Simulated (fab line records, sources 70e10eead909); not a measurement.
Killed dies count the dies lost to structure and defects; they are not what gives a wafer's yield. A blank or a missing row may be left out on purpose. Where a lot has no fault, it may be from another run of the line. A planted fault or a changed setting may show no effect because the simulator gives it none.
fab line records :: flow nandHarc :: part 2 of 2: steps 5 to 6 of 6
record
  lots=23
  wafers=69
  lastDay=35
route steps=1302 shown A_CHANNEL_FILL_D2@633 A_STAIRCASE@712
lots with no fault: from the same line, run without faults
startH: the number of hours between the record's first day and the start of the first shown wafer of the lot :: waitH: time in hours since the lot's previous step :: " unchanged from the row above :: L1.1+2: one row covering several wafers at once :: - no value, or no start given :: * or withheld: withheld :: < > ~ a bound
route shown NAME@n: a module of which the file shows steps, and the number in the route of the first :: usual: the fault-free wafers' mean and standard deviation :: same: alike in all rows :: chamber/n: place in a boat :: sites: each site's reading :: _std_site: their standard deviation :: _edge_site: mean of outer sites minus mean of inner sites :: radiusMm: how far each site lies from the wafer's centre :: mask NAME#n: copy n :: behind: tool/chamber where the wafer was last shaped :: hold: cause of the lot's hold/its duration in hours/its outcome :: device: the n, p or np transistor that did not switch :: end of line: the route-end tests of the same wafers :: a step without rows: its recipe alone :: killed: dies that structure and defects cost at the first sort, which is not the same as the wafer's yield :: map: a wafer's dies, marking killed ones x, the rest . and places with no die _
set.NAME: the setting that was run; set.NAME@STEP: the one run at that earlier step :: model.NAME: the simulator's own value behind a step, which no gauge read
the route's steps for a sample of lots (tables are steps, rows are wafers)
services: from which hour (startH, from the record's first day; less than 0 if before it) a tool's chamber was out of use, for how many hours, and why
## steps
# step NHARC_A_STAIRCASE_ETCH_221
# recipe
  targetDepthA=1000
  timeS=40.5
  ionEnergyEv=400
  c4f8FlowSccm=20
  o2FlowSccm=10
  arFlowSccm=withheld
  rfW=600
  biasW=1000
  chemistry=C4F8/O2
# usual
  chamberPressureMTorr=24.997/0.023
  oesProductAu=0.942/0.011
  rfVppV=894/4.7
# same
  timeS=40.5
lot.wafer: L074.2
tool: rieDiel-07
chamber: 1
startH: -
waitH: -
chamberPressureMTorr: 24.998
oesProductAu: 0.934
rfHoursCounterH: 28
rfVppV: 893

lot.wafer: L074.3
tool: rieDiel-07
chamber: 2
startH: -
waitH: -
chamberPressureMTorr: 25.018
oesProductAu: 0.936
rfHoursCounterH: 25
rfVppV: 895

lot.wafer: L074.6
tool: rieDiel-07
chamber: 3
startH: -
waitH: -
chamberPressureMTorr: 25.022
oesProductAu: 0.934
rfHoursCounterH: -
rfVppV: 891

lot.wafer: L075.1
tool: rieDiel-10
chamber: 0
startH: -
waitH: -
chamberPressureMTorr: 25.007
oesProductAu: 0.939
rfHoursCounterH: 40
rfVppV: 896

lot.wafer: L075.4
tool: rieDiel-10
chamber: 2
startH: -
waitH: -
chamberPressureMTorr: 25.020
oesProductAu: 0.933
rfHoursCounterH: -
rfVppV: 889

lot.wafer: L075.5
tool: rieDiel-10
chamber: 1
startH: -
waitH: -
chamberPressureMTorr: 25.005
oesProductAu: 0.945
rfHoursCounterH: -
rfVppV: 892

lot.wafer: L077.3
tool: rieDiel-10
chamber: 2
startH: -
waitH: -
chamberPressureMTorr: 25.009
oesProductAu: 0.954
rfHoursCounterH: 40
rfVppV: 888

lot.wafer: L077.4
tool: rieDiel-10
chamber: 2
startH: -
waitH: -
chamberPressureMTorr: 24.984
oesProductAu: 0.948
rfHoursCounterH: -
rfVppV: 888

lot.wafer: L077.6
tool: rieDiel-10
chamber: 1
startH: -
waitH: -
chamberPressureMTorr: 24.995
oesProductAu: 0.950
rfHoursCounterH: -
rfVppV: 892

lot.wafer: L076.1
tool: rieDiel-07
chamber: 3
startH: -
waitH: -
chamberPressureMTorr: 24.986
oesProductAu: 0.940
rfHoursCounterH: 34
rfVppV: 892

lot.wafer: L076.3
tool: rieDiel-07
chamber: 0
startH: -
waitH: -
chamberPressureMTorr: 25.003
oesProductAu: 0.939
rfHoursCounterH: 35
rfVppV: 904

lot.wafer: L076.4
tool: rieDiel-07
chamber: 2
startH: -
waitH: -
chamberPressureMTorr: 25.035
oesProductAu: 0.935
rfHoursCounterH: 34
rfVppV: 895

lot.wafer: L078.1
tool: rieDiel-10
chamber: 3
startH: -
waitH: -
chamberPressureMTorr: 25.015
oesProductAu: 0.932
rfHoursCounterH: 27
rfVppV: 891

lot.wafer: L078.4
tool: rieDiel-10
chamber: 1
startH: -
waitH: -
chamberPressureMTorr: 25.041
oesProductAu: 0.932
rfHoursCounterH: 48
rfVppV: 892

lot.wafer: L078.6
tool: rieDiel-10
chamber: 3
startH: -
waitH: -
chamberPressureMTorr: 24.978
oesProductAu: 0.925
rfHoursCounterH: -
rfVppV: 892

lot.wafer: L080.4
tool: rieDiel-10
chamber: 1
startH: -
waitH: -
chamberPressureMTorr: 25.026
oesProductAu: 0.941
rfHoursCounterH: 52
rfVppV: 891

lot.wafer: L080.6
tool: rieDiel-10
chamber: 1
startH: -
waitH: -
chamberPressureMTorr: 25.020
oesProductAu: 0.943
rfHoursCounterH: -
rfVppV: 892

lot.wafer: L080.5
tool: rieDiel-10
chamber: 2
startH: -
waitH: -
chamberPressureMTorr: 24.989
oesProductAu: 0.961
rfHoursCounterH: -
rfVppV: 888

lot.wafer: L082.1
tool: rieDiel-07
chamber: 2
startH: -
waitH: -
chamberPressureMTorr: 24.969
oesProductAu: 0.919
rfHoursCounterH: 50
rfVppV: 894

lot.wafer: L082.2
tool: rieDiel-07
chamber: 1
startH: -
waitH: -
chamberPressureMTorr: 25.008
oesProductAu: 0.916
rfHoursCounterH: 48
rfVppV: 893

lot.wafer: L082.4
tool: rieDiel-07
chamber: 1
startH: -
waitH: -
chamberPressureMTorr: 25.015
oesProductAu: 0.928
rfHoursCounterH: -
rfVppV: 893

lot.wafer: L081.2
tool: rieDiel-10
chamber: 0
startH: -
waitH: -
chamberPressureMTorr: 25.006
oesProductAu: 0.938
rfHoursCounterH: 1
rfVppV: 895

lot.wafer: L081.6
tool: rieDiel-10
chamber: 3
startH: -
waitH: -
chamberPressureMTorr: 25.002
oesProductAu: 0.930
rfHoursCounterH: -
rfVppV: 890

lot.wafer: L081.5
tool: rieDiel-10
chamber: 0
startH: -
waitH: -
chamberPressureMTorr: 25.032
oesProductAu: 0.940
rfHoursCounterH: -
rfVppV: 896

lot.wafer: L083.4
tool: rieDiel-04
chamber: 2
startH: -
waitH: -
chamberPressureMTorr: 25.016
oesProductAu: 0.961
rfHoursCounterH: 23
rfVppV: 893

lot.wafer: L083.2
tool: rieDiel-04
chamber: 3
startH: -
waitH: -
chamberPressureMTorr: 24.983
oesProductAu: 0.944
rfHoursCounterH: 28
rfVppV: 899

lot.wafer: L083.3
tool: rieDiel-04
chamber: 1
startH: -
waitH: -
chamberPressureMTorr: 25.004
oesProductAu: 0.959
rfHoursCounterH: 25
rfVppV: 887

lot.wafer: L084.3
tool: rieDiel-07
chamber: 1
startH: -
waitH: -
chamberPressureMTorr: 24.979
oesProductAu: 0.941
rfHoursCounterH: 58
rfVppV: 892

lot.wafer: L084.1
tool: rieDiel-07
chamber: 0
startH: -
waitH: -
chamberPressureMTorr: 24.966
oesProductAu: 0.947
rfHoursCounterH: 59
rfVppV: 901

lot.wafer: L084.5
tool: rieDiel-07
chamber: 1
startH: -
waitH: -
chamberPressureMTorr: 24.982
oesProductAu: 0.945
rfHoursCounterH: -
rfVppV: 892

lot.wafer: L085.2
tool: rieDiel-04
chamber: 2
startH: -
waitH: -
chamberPressureMTorr: 24.958
oesProductAu: 0.944
rfHoursCounterH: 36
rfVppV: 894

lot.wafer: L085.3
tool: rieDiel-04
chamber: 0
startH: -
waitH: -
chamberPressureMTorr: 25.020
oesProductAu: 0.941
rfHoursCounterH: 39
rfVppV: 902

lot.wafer: L085.6
tool: rieDiel-04
chamber: 3
startH: -
waitH: -
chamberPressureMTorr: 24.993
oesProductAu: 0.953
rfHoursCounterH: -
rfVppV: 897

lot.wafer: L086.3
tool: rieDiel-04
chamber: 3
startH: -
waitH: -
chamberPressureMTorr: 25.003
oesProductAu: 0.954
rfHoursCounterH: 38
rfVppV: 899

lot.wafer: L086.4
tool: rieDiel-04
chamber: 0
startH: -
waitH: -
chamberPressureMTorr: 25.016
oesProductAu: 0.936
rfHoursCounterH: 40
rfVppV: 905

lot.wafer: L086.5
tool: rieDiel-04
chamber: 2
startH: -
waitH: -
chamberPressureMTorr: 24.966
oesProductAu: 0.952
rfHoursCounterH: -
rfVppV: 893

lot.wafer: L087.4
tool: rieDiel-07
chamber: 0
startH: -
waitH: -
chamberPressureMTorr: 25.001
oesProductAu: 0.973
rfHoursCounterH: 3
rfVppV: 902

lot.wafer: L087.2
tool: rieDiel-07
chamber: 1
startH: -
waitH: -
chamberPressureMTorr: 24.970
oesProductAu: 0.940
rfHoursCounterH: 3
rfVppV: 893

lot.wafer: L087.5
tool: rieDiel-07
chamber: 2
startH: -
waitH: -
chamberPressureMTorr: 24.977
oesProductAu: 0.930
rfHoursCounterH: -
rfVppV: 895

lot.wafer: L089.3
tool: rieDiel-10
chamber: 0
startH: -
waitH: -
chamberPressureMTorr: 25.026
oesProductAu: 0.956
rfHoursCounterH: 24
rfVppV: 895

lot.wafer: L089.2
tool: rieDiel-10
chamber: 1
startH: -
waitH: -
chamberPressureMTorr: 25.016
oesProductAu: 0.951
rfHoursCounterH: 23
rfVppV: 893

lot.wafer: L089.1
tool: rieDiel-10
chamber: 2
startH: -
waitH: -
chamberPressureMTorr: 25.013
oesProductAu: 0.955
rfHoursCounterH: 17
rfVppV: 889

lot.wafer: L088.1
tool: rieDiel-07
chamber: 2
startH: -
waitH: -
chamberPressureMTorr: 25.069
oesProductAu: 0.938
rfHoursCounterH: 7
rfVppV: 894

lot.wafer: L088.4
tool: rieDiel-07
chamber: 0
startH: -
waitH: -
chamberPressureMTorr: 24.986
oesProductAu: 0.958
rfHoursCounterH: 6
rfVppV: 902

lot.wafer: L088.5
tool: rieDiel-07
chamber: 1
startH: -
waitH: -
chamberPressureMTorr: 25.038
oesProductAu: 0.949
rfHoursCounterH: -
rfVppV: 892

lot.wafer: L090.1
tool: rieDiel-07
chamber: 3
startH: -
waitH: -
chamberPressureMTorr: 24.978
oesProductAu: 0.947
rfHoursCounterH: 12
rfVppV: 892

lot.wafer: L090.5
tool: rieDiel-07
chamber: 2
startH: -
waitH: -
chamberPressureMTorr: 24.998
oesProductAu: 0.937
rfHoursCounterH: -
rfVppV: 894

lot.wafer: L090.6
tool: rieDiel-07
chamber: 3
startH: -
waitH: -
chamberPressureMTorr: 24.993
oesProductAu: 0.949
rfHoursCounterH: -
rfVppV: 891

lot.wafer: L092.3
tool: rieDiel-07
chamber: 0
startH: -
waitH: -
chamberPressureMTorr: 24.975
oesProductAu: 0.952
rfHoursCounterH: 18
rfVppV: 902

lot.wafer: L092.1
tool: rieDiel-07
chamber: 2
startH: -
waitH: -
chamberPressureMTorr: 25.009
oesProductAu: 0.939
rfHoursCounterH: 17
rfVppV: 894

lot.wafer: L092.6
tool: rieDiel-07
chamber: 3
startH: -
waitH: -
chamberPressureMTorr: 25.029
oesProductAu: 0.940
rfHoursCounterH: -
rfVppV: 889

lot.wafer: L091.4
tool: rieDiel-10
chamber: 3
startH: -
waitH: -
chamberPressureMTorr: 25.002
oesProductAu: 0.934
rfHoursCounterH: 30
rfVppV: 891

lot.wafer: L091.3
tool: rieDiel-10
chamber: 1
startH: -
waitH: -
chamberPressureMTorr: 24.965
oesProductAu: 0.940
rfHoursCounterH: 39
rfVppV: 892

lot.wafer: L091.6
tool: rieDiel-10
chamber: 3
startH: -
waitH: -
chamberPressureMTorr: 24.984
oesProductAu: 0.945
rfHoursCounterH: -
rfVppV: 890

lot.wafer: L094.4
tool: rieDiel-10
chamber: 3
startH: -
waitH: -
chamberPressureMTorr: 24.971
oesProductAu: 0.952
rfHoursCounterH: 35
rfVppV: 891

lot.wafer: L094.6
tool: rieDiel-10
chamber: 3
startH: -
waitH: -
chamberPressureMTorr: 24.971
oesProductAu: 0.956
rfHoursCounterH: -
rfVppV: 889

lot.wafer: L094.5
tool: rieDiel-10
chamber: 0
startH: -
waitH: -
chamberPressureMTorr: 25.003
oesProductAu: 0.945
rfHoursCounterH: -
rfVppV: 895

lot.wafer: L093.3
tool: rieDiel-04
chamber: 2
startH: -
waitH: -
chamberPressureMTorr: 24.984
oesProductAu: 0.936
rfHoursCounterH: 3
rfVppV: 892

lot.wafer: L093.6
tool: rieDiel-04
chamber: 0
startH: -
waitH: -
chamberPressureMTorr: 24.977
oesProductAu: 0.945
rfHoursCounterH: -
rfVppV: 905

lot.wafer: L093.5
tool: rieDiel-04
chamber: 1
startH: -
waitH: -
chamberPressureMTorr: 25.067
oesProductAu: 0.941
rfHoursCounterH: -
rfVppV: 886

lot.wafer: L096.2
tool: rieDiel-10
chamber: 3
startH: -
waitH: -
chamberPressureMTorr: 24.985
oesProductAu: 0.923
rfHoursCounterH: 43
rfVppV: 891

lot.wafer: L096.3
tool: rieDiel-10
chamber: 0
startH: -
waitH: -
chamberPressureMTorr: 24.961
oesProductAu: 0.929
rfHoursCounterH: 48
rfVppV: 895

lot.wafer: L096.1
tool: rieDiel-10
chamber: 2
startH: -
waitH: -
chamberPressureMTorr: 24.998
oesProductAu: 0.925
rfHoursCounterH: 48
rfVppV: 888

lot.wafer: L095.1
tool: rieDiel-10
chamber: 2
startH: -
waitH: -
chamberPressureMTorr: 24.996
oesProductAu: 0.951
rfHoursCounterH: 50
rfVppV: 888

lot.wafer: L095.2
tool: rieDiel-10
chamber: 0
startH: -
waitH: -
chamberPressureMTorr: 25.002
oesProductAu: 0.944
rfHoursCounterH: 50
rfVppV: 895

lot.wafer: L095.5
tool: rieDiel-10
chamber: 2
startH: -
waitH: -
chamberPressureMTorr: 25.020
oesProductAu: 0.946
rfHoursCounterH: -
rfVppV: 889

lot.wafer: L097.2
tool: rieDiel-04
chamber: 2
startH: -
waitH: -
chamberPressureMTorr: 24.998
oesProductAu: 0.925
rfHoursCounterH: 20
rfVppV: 892

lot.wafer: L097.3
tool: rieDiel-04
chamber: 1
startH: -
waitH: -
chamberPressureMTorr: 25.003
oesProductAu: 0.929
rfHoursCounterH: 18
rfVppV: 886

lot.wafer: L097.5
tool: rieDiel-04
chamber: 3
startH: -
waitH: -
chamberPressureMTorr: 25.012
oesProductAu: 0.916
rfHoursCounterH: -
rfVppV: 898
# step NHARC_A_STAIRCASE_ETCH_223
# recipe
  targetDepthA=1000
  timeS=40.5
  ionEnergyEv=400
  c4f8FlowSccm=20
  o2FlowSccm=10
  arFlowSccm=withheld
  rfW=600
  biasW=1000
  chemistry=C4F8/O2
# usual
  chamberPressureMTorr=25.002/0.023
  oesProductAu=0.942/0.008
  rfVppV=894/4.9
# same
  timeS=40.5
lot.wafer: L074.2
tool: rieDiel-07
chamber: 1
startH: -
waitH: -
chamberPressureMTorr: 25.008
oesProductAu: 0.934
rfHoursCounterH: 28
rfVppV: 894

lot.wafer: L074.3
tool: rieDiel-07
chamber: 3
startH: -
waitH: -
chamberPressureMTorr: 25.004
oesProductAu: 0.947
rfHoursCounterH: 25
rfVppV: 891

lot.wafer: L074.6
tool: rieDiel-07
chamber: 0
startH: -
waitH: -
chamberPressureMTorr: 24.982
oesProductAu: 0.939
rfHoursCounterH: -
rfVppV: 904

lot.wafer: L075.1
tool: rieDiel-10
chamber: 0
startH: -
waitH: -
chamberPressureMTorr: 25.006
oesProductAu: 0.939
rfHoursCounterH: 40
rfVppV: 897

lot.wafer: L075.4
tool: rieDiel-10
chamber: 2
startH: -
waitH: -
chamberPressureMTorr: 25.008
oesProductAu: 0.942
rfHoursCounterH: -
rfVppV: 888

lot.wafer: L075.5
tool: rieDiel-10
chamber: 0
startH: -
waitH: -
chamberPressureMTorr: 24.981
oesProductAu: 0.936
rfHoursCounterH: -
rfVppV: 897

lot.wafer: L077.3
tool: rieDiel-10
chamber: 0
startH: -
waitH: -
chamberPressureMTorr: 24.994
oesProductAu: 0.951
rfHoursCounterH: 42
rfVppV: 895

lot.wafer: L077.4
tool: rieDiel-10
chamber: 1
startH: -
waitH: -
chamberPressureMTorr: 25.020
oesProductAu: 0.941
rfHoursCounterH: -
rfVppV: 892

lot.wafer: L077.6
tool: rieDiel-10
chamber: 2
startH: -
waitH: -
chamberPressureMTorr: 25.018
oesProductAu: 0.938
rfHoursCounterH: -
rfVppV: 888

lot.wafer: L076.1
tool: rieDiel-07
chamber: 0
startH: -
waitH: -
chamberPressureMTorr: 24.983
oesProductAu: 0.948
rfHoursCounterH: 35
rfVppV: 902

lot.wafer: L076.3
tool: rieDiel-07
chamber: 1
startH: -
waitH: -
chamberPressureMTorr: 24.999
oesProductAu: 0.943
rfHoursCounterH: 37
rfVppV: 894

lot.wafer: L076.4
tool: rieDiel-07
chamber: 2
startH: -
waitH: -
chamberPressureMTorr: 25.026
oesProductAu: 0.938
rfHoursCounterH: 34
rfVppV: 895

lot.wafer: L078.4
tool: rieDiel-10
chamber: 3
startH: -
waitH: -
chamberPressureMTorr: 25.021
oesProductAu: 0.941
rfHoursCounterH: 27
rfVppV: 891

lot.wafer: L078.1
tool: rieDiel-10
chamber: 1
startH: -
waitH: -
chamberPressureMTorr: 24.997
oesProductAu: 0.930
rfHoursCounterH: 48
rfVppV: 891

lot.wafer: L078.6
tool: rieDiel-10
chamber: 0
startH: -
waitH: -
chamberPressureMTorr: 24.972
oesProductAu: 0.939
rfHoursCounterH: -
rfVppV: 898

lot.wafer: L080.4
tool: rieDiel-10
chamber: 0
startH: -
waitH: -
chamberPressureMTorr: 25.026
oesProductAu: 0.932
rfHoursCounterH: 52
rfVppV: 897

lot.wafer: L080.5
tool: rieDiel-10
chamber: 0
startH: -
waitH: -
chamberPressureMTorr: 24.962
oesProductAu: 0.938
rfHoursCounterH: -
rfVppV: 897

lot.wafer: L080.6
tool: rieDiel-10
chamber: 1
startH: -
waitH: -
chamberPressureMTorr: 25.010
oesProductAu: 0.940
rfHoursCounterH: -
rfVppV: 890

lot.wafer: L082.2
tool: rieDiel-07
chamber: 2
startH: -
waitH: -
chamberPressureMTorr: 25.005
oesProductAu: 0.936
rfHoursCounterH: 50
rfVppV: 895

lot.wafer: L082.1
tool: rieDiel-07
chamber: 1
startH: -
waitH: -
chamberPressureMTorr: 25.005
oesProductAu: 0.939
rfHoursCounterH: 49
rfVppV: 893

lot.wafer: L082.4
tool: rieDiel-07
chamber: 0
startH: -
waitH: -
chamberPressureMTorr: 25.024
oesProductAu: 0.941
rfHoursCounterH: -
rfVppV: 903

lot.wafer: L081.2
tool: rieDiel-10
chamber: 0
startH: -
waitH: -
chamberPressureMTorr: 25.014
oesProductAu: 0.942
rfHoursCounterH: 1
rfVppV: 896

lot.wafer: L081.6
tool: rieDiel-10
chamber: 1
startH: -
waitH: -
chamberPressureMTorr: 25.046
oesProductAu: 0.937
rfHoursCounterH: -
rfVppV: 891

lot.wafer: L081.5
tool: rieDiel-10
chamber: 2
startH: -
waitH: -
chamberPressureMTorr: 25.013
oesProductAu: 0.941
rfHoursCounterH: -
rfVppV: 887

lot.wafer: L083.4
tool: rieDiel-04
chamber: 2
startH: -
waitH: -
chamberPressureMTorr: 25.024
oesProductAu: 0.944
rfHoursCounterH: 24
rfVppV: 893

lot.wafer: L083.3
tool: rieDiel-04
chamber: 0
startH: -
waitH: -
chamberPressureMTorr: 24.997
oesProductAu: 0.940
rfHoursCounterH: 30
rfVppV: 905

lot.wafer: L083.2
tool: rieDiel-04
chamber: 1
startH: -
waitH: -
chamberPressureMTorr: 25.011
oesProductAu: 0.939
rfHoursCounterH: 25
rfVppV: 886

lot.wafer: L084.3
tool: rieDiel-07
chamber: 2
startH: -
waitH: -
chamberPressureMTorr: 24.980
oesProductAu: 0.935
rfHoursCounterH: 59
rfVppV: 894

lot.wafer: L084.1
tool: rieDiel-07
chamber: 0
startH: -
waitH: -
chamberPressureMTorr: 25.050
oesProductAu: 0.936
rfHoursCounterH: 60
rfVppV: 903

lot.wafer: L084.5
tool: rieDiel-07
chamber: 1
startH: -
waitH: -
chamberPressureMTorr: 24.960
oesProductAu: 0.953
rfHoursCounterH: -
rfVppV: 892

lot.wafer: L085.2
tool: rieDiel-04
chamber: 3
startH: -
waitH: -
chamberPressureMTorr: 24.958
oesProductAu: 0.946
rfHoursCounterH: 37
rfVppV: 898

lot.wafer: L085.3
tool: rieDiel-04
chamber: 1
startH: -
waitH: -
chamberPressureMTorr: 24.969
oesProductAu: 0.940
rfHoursCounterH: 39
rfVppV: 889

lot.wafer: L085.6
tool: rieDiel-04
chamber: 0
startH: -
waitH: -
chamberPressureMTorr: 25.023
oesProductAu: 0.947
rfHoursCounterH: -
rfVppV: 905

lot.wafer: L086.4
tool: rieDiel-04
chamber: 1
startH: -
waitH: -
chamberPressureMTorr: 25.020
oesProductAu: 0.945
rfHoursCounterH: 40
rfVppV: 886

lot.wafer: L086.3
tool: rieDiel-04
chamber: 3
startH: -
waitH: -
chamberPressureMTorr: 25.005
oesProductAu: 0.959
rfHoursCounterH: 38
rfVppV: 897

lot.wafer: L086.5
tool: rieDiel-04
chamber: 1
startH: -
waitH: -
chamberPressureMTorr: 24.996
oesProductAu: 0.938
rfHoursCounterH: -
rfVppV: 887

lot.wafer: L087.4
tool: rieDiel-07
chamber: 2
startH: -
waitH: -
chamberPressureMTorr: 24.968
oesProductAu: 0.941
rfHoursCounterH: 3
rfVppV: 894

lot.wafer: L087.2
tool: rieDiel-07
chamber: 3
startH: -
waitH: -
chamberPressureMTorr: 25.024
oesProductAu: 0.962
rfHoursCounterH: 3
rfVppV: 889

lot.wafer: L087.5
tool: rieDiel-07
chamber: 0
startH: -
waitH: -
chamberPressureMTorr: 24.996
oesProductAu: 0.965
rfHoursCounterH: -
rfVppV: 901

lot.wafer: L089.2
tool: rieDiel-10
chamber: 1
startH: -
waitH: -
chamberPressureMTorr: 25.004
oesProductAu: 0.950
rfHoursCounterH: 23
rfVppV: 893

lot.wafer: L089.3
tool: rieDiel-10
chamber: 2
startH: -
waitH: -
chamberPressureMTorr: 25.017
oesProductAu: 0.942
rfHoursCounterH: 17
rfVppV: 890

lot.wafer: L089.1
tool: rieDiel-10
chamber: 0
startH: -
waitH: -
chamberPressureMTorr: 25.025
oesProductAu: 0.946
rfHoursCounterH: 24
rfVppV: 896

lot.wafer: L088.4
tool: rieDiel-07
chamber: 3
startH: -
waitH: -
chamberPressureMTorr: 24.980
oesProductAu: 0.951
rfHoursCounterH: 7
rfVppV: 889

lot.wafer: L088.1
tool: rieDiel-07
chamber: 2
startH: -
waitH: -
chamberPressureMTorr: 25.008
oesProductAu: 0.954
rfHoursCounterH: 7
rfVppV: 894

lot.wafer: L088.5
tool: rieDiel-07
chamber: 0
startH: -
waitH: -
chamberPressureMTorr: 25.015
oesProductAu: 0.948
rfHoursCounterH: -
rfVppV: 902

lot.wafer: L090.1
tool: rieDiel-07
chamber: 1
startH: -
waitH: -
chamberPressureMTorr: 24.956
oesProductAu: 0.941
rfHoursCounterH: 10
rfVppV: 894

lot.wafer: L090.5
tool: rieDiel-07
chamber: 3
startH: -
waitH: -
chamberPressureMTorr: 24.978
oesProductAu: 0.941
rfHoursCounterH: -
rfVppV: 892

lot.wafer: L090.6
tool: rieDiel-07
chamber: 0
startH: -
waitH: -
chamberPressureMTorr: 24.997
oesProductAu: 0.950
rfHoursCounterH: -
rfVppV: 901

lot.wafer: L092.3
tool: rieDiel-07
chamber: 0
startH: -
waitH: -
chamberPressureMTorr: 24.982
oesProductAu: 0.939
rfHoursCounterH: 18
rfVppV: 902

lot.wafer: L092.1
tool: rieDiel-07
chamber: 1
startH: -
waitH: -
chamberPressureMTorr: 25.024
oesProductAu: 0.931
rfHoursCounterH: 15
rfVppV: 894

lot.wafer: L092.6
tool: rieDiel-07
chamber: 3
startH: -
waitH: -
chamberPressureMTorr: 25.022
oesProductAu: 0.931
rfHoursCounterH: -
rfVppV: 892

lot.wafer: L091.3
tool: rieDiel-10
chamber: 0
startH: -
waitH: -
chamberPressureMTorr: 24.990
oesProductAu: 0.936
rfHoursCounterH: 36
rfVppV: 895

lot.wafer: L091.4
tool: rieDiel-10
chamber: 1
startH: -
waitH: -
chamberPressureMTorr: 24.986
oesProductAu: 0.927
rfHoursCounterH: 39
rfVppV: 892

lot.wafer: L091.6
tool: rieDiel-10
chamber: 3
startH: -
waitH: -
chamberPressureMTorr: 24.963
oesProductAu: 0.944
rfHoursCounterH: -
rfVppV: 891

lot.wafer: L094.4
tool: rieDiel-10
chamber: 2
startH: -
waitH: -
chamberPressureMTorr: 25.029
oesProductAu: 0.939
rfHoursCounterH: 41
rfVppV: 887

lot.wafer: L094.5
tool: rieDiel-10
chamber: 3
startH: -
waitH: -
chamberPressureMTorr: 25.030
oesProductAu: 0.948
rfHoursCounterH: -
rfVppV: 892

lot.wafer: L094.6
tool: rieDiel-10
chamber: 0
startH: -
waitH: -
chamberPressureMTorr: 24.997
oesProductAu: 0.953
rfHoursCounterH: -
rfVppV: 893

lot.wafer: L093.3
tool: rieDiel-04
chamber: 3
startH: -
waitH: -
chamberPressureMTorr: 24.980
oesProductAu: 0.931
rfHoursCounterH: 4
rfVppV: 898

lot.wafer: L093.5
tool: rieDiel-04
chamber: 0
startH: -
waitH: -
chamberPressureMTorr: 25.030
oesProductAu: 0.956
rfHoursCounterH: -
rfVppV: 904

lot.wafer: L093.6
tool: rieDiel-04
chamber: 1
startH: -
waitH: -
chamberPressureMTorr: 25.030
oesProductAu: 0.949
rfHoursCounterH: -
rfVppV: 887

lot.wafer: L096.1
tool: rieDiel-10
chamber: 3
startH: -
waitH: -
chamberPressureMTorr: 25.042
oesProductAu: 0.926
rfHoursCounterH: 43
rfVppV: 891

lot.wafer: L096.2
tool: rieDiel-10
chamber: 0
startH: -
waitH: -
chamberPressureMTorr: 25.002
oesProductAu: 0.939
rfHoursCounterH: 48
rfVppV: 896

lot.wafer: L096.3
tool: rieDiel-10
chamber: 2
startH: -
waitH: -
chamberPressureMTorr: 24.989
oesProductAu: 0.921
rfHoursCounterH: 48
rfVppV: 888

lot.wafer: L095.1
tool: rieDiel-10
chamber: 2
startH: -
waitH: -
chamberPressureMTorr: 25.005
oesProductAu: 0.944
rfHoursCounterH: 50
rfVppV: 888

lot.wafer: L095.2
tool: rieDiel-10
chamber: 0
startH: -
waitH: -
chamberPressureMTorr: 25.017
oesProductAu: 0.940
rfHoursCounterH: 50
rfVppV: 896

lot.wafer: L095.5
tool: rieDiel-10
chamber: 3
startH: -
waitH: -
chamberPressureMTorr: 24.990
oesProductAu: 0.940
rfHoursCounterH: -
rfVppV: 891

lot.wafer: L097.3
tool: rieDiel-04
chamber: 1
startH: -
waitH: -
chamberPressureMTorr: 24.992
oesProductAu: 0.945
rfHoursCounterH: 22
rfVppV: 886

lot.wafer: L097.2
tool: rieDiel-04
chamber: 0
startH: -
waitH: -
chamberPressureMTorr: 25.003
oesProductAu: 0.939
rfHoursCounterH: 21
rfVppV: 902

lot.wafer: L097.5
tool: rieDiel-04
chamber: 1
startH: -
waitH: -
chamberPressureMTorr: 24.999
oesProductAu: 0.934
rfHoursCounterH: -
rfVppV: 887
## services
tool: rieDiel-04
chamber: 3
startH: 327.63
hours: 18.1
kind: repair

tool: cmp-02
chamber: -
startH: 330.58
hours: 4.0
kind: pm

tool: rieDiel-10
chamber: 2
startH: 348.90
hours: 2.8
kind: repair

tool: rieDiel-04
chamber: -
startH: 355.41
hours: 9.0
kind: pm

tool: rieDiel-07
chamber: 0
startH: 364.85
hours: 8.3
kind: repair

tool: cmp-02
chamber: -
startH: 365.25
hours: 32.7
kind: repair

tool: rieDiel-10
chamber: 0
startH: 379.77
hours: 7.1
kind: repair

tool: cmp-03
chamber: -
startH: 397.17
hours: 1.9
kind: repair

tool: cmp-04
chamber: -
startH: 406.20
hours: 4.0
kind: pm

tool: rieDiel-07
chamber: 1
startH: 408.63
hours: 3.9
kind: repair

tool: rieDiel-07
chamber: 3
startH: 411.93
hours: 19.5
kind: repair

tool: rieDiel-10
chamber: -
startH: 419.56
hours: 9.0
kind: pm

tool: cmp-04
chamber: -
startH: 457.44
hours: 0.3
kind: repair

tool: rieDiel-07
chamber: -
startH: 468.92
hours: 0.6
kind: repair

tool: rieDiel-07
chamber: -
startH: 471.23
hours: 9.0
kind: pm

tool: rieDiel-04
chamber: 0
startH: 488.14
hours: 4.4
kind: repair

tool: rieDiel-04
chamber: 1
startH: 492.65
hours: 4.0
kind: repair

tool: cmp-04
chamber: -
startH: 504.20
hours: 4.0
kind: pm

tool: rieDiel-04
chamber: -
startH: 532.41
hours: 9.0
kind: pm

tool: rieDiel-07
chamber: -
startH: 550.42
hours: 0.9
kind: repair

tool: rieDiel-07
chamber: 0
startH: 562.55
hours: 12.0
kind: repair

tool: cmp-04
chamber: -
startH: 575.25
hours: 0.9
kind: repair

tool: rieDiel-10
chamber: -
startH: 596.59
hours: 9.0
kind: pm

tool: cmp-04
chamber: -
startH: 602.20
hours: 4.0
kind: pm
